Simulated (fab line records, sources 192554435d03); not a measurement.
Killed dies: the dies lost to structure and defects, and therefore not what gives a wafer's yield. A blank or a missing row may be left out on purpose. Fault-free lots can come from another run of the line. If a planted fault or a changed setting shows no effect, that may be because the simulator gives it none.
Problem report, 8D (eight disciplines) form, completed by code ; flow n5_finfet ; the parts of the form that need people (team, actions taken, sign-off) are left out

1. WHAT WENT WRONG
run_length_s at N5_BEOL_M2_CO_CAP_55 reads a mean of 156.0 s on 3 wafers of 2 lots; wafers without a fault read 124.7 s with a standard deviation of 0.59. Relative to the usual mean, that is a shift of +53 standard deviations.
The step: material Co, precursor CCTBA/H2, target thk 2 nm, time 102.1 s.
The first sign was on wafer L787.2 at day 10 20:43, on cvd_co-02. At this step, 30 wafers from 11 lots have a number in the record. Rule for "out" (also "out of limits"): further than 4 standard deviations from the usual mean. The rest of the wafers with a number are treated as sound.

2. WHAT IT IS AND WHAT IT IS NOT
question;is;is not
which readings at this step;run_length_s;heater_power_w
which lots;L785, L787;L774, L775, L776, L777, L788, L790, L791, L793, L794
which wafers of those lots;L785.2, L785.4, L787.2;L785.6, L787.3
read on which tools;cvd_co-02;cvd_co-01
when;from day 10 20:43;"up to then (12 sound wafers); but 15 sound wafers of L785, L788, L790, L791, L793, L794 came after"

3. SUSPECTS, AND WHAT RULES EACH OUT
Counting: if a tool at a process step up to the reading ran every lot that is out, it stays a suspect. Sound lots after the first of them don't rule it out here, since some wafers of a struck lot are sound.
- cvd_co-02 at N5_BEOL_M2_CO_CAP_55 (material Co, precursor CCTBA/H2, target thk 2 nm, time 102.1 s): kept. It ran every lot that is out, first L787 (day 10 20:43); its last sound lot up to then is L777 (day 8 16:10). Its own readings are out on those wafers: run_length_s.
Remaining after the count: cvd_co-02 at N5_BEOL_M2_CO_CAP_55.

4. THE CAUSE (what the simulator had put in)
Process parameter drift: cvd_co-02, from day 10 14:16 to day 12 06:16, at N5_BEOL_M2_CO_CAP_55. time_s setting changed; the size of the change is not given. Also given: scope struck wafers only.
After counting, this tool was the only one left.

5. THE CHAIN OF EFFECTS, in route order
One row per reading whose mean, taken over the struck wafers that have a number, lies over 3 standard deviations from the usual. Only readings whose record carries a usual standard deviation are examined. hours: median over the lots of the time between each lot's start at the first step of this table that gives one and its start at this step. sigmas: the change, counted in usual standard deviations.
hours;step;reading;usual;on struck wafers;change;sigmas
0;N5_BEOL_M2_CO_CAP_55;run_length_s;124.7 s;156.0;+31.3;+53
Its process steps:
- N5_BEOL_M2_CO_CAP_55: material Co, precursor CCTBA/H2, target thk 2 nm, time 102.1 s.
Later measuring or inspecting steps at which every struck wafer that the step has a row for has a number for every such reading, and none has moved that far: N5_BEOL_M4_RC_MEAS_101.

6. HOW IT WOULD HAVE BEEN CAUGHT EARLIER
6 hours passed between the start of the fault at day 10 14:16 and the first reading out of limits in this record, taken at day 10 20:43.
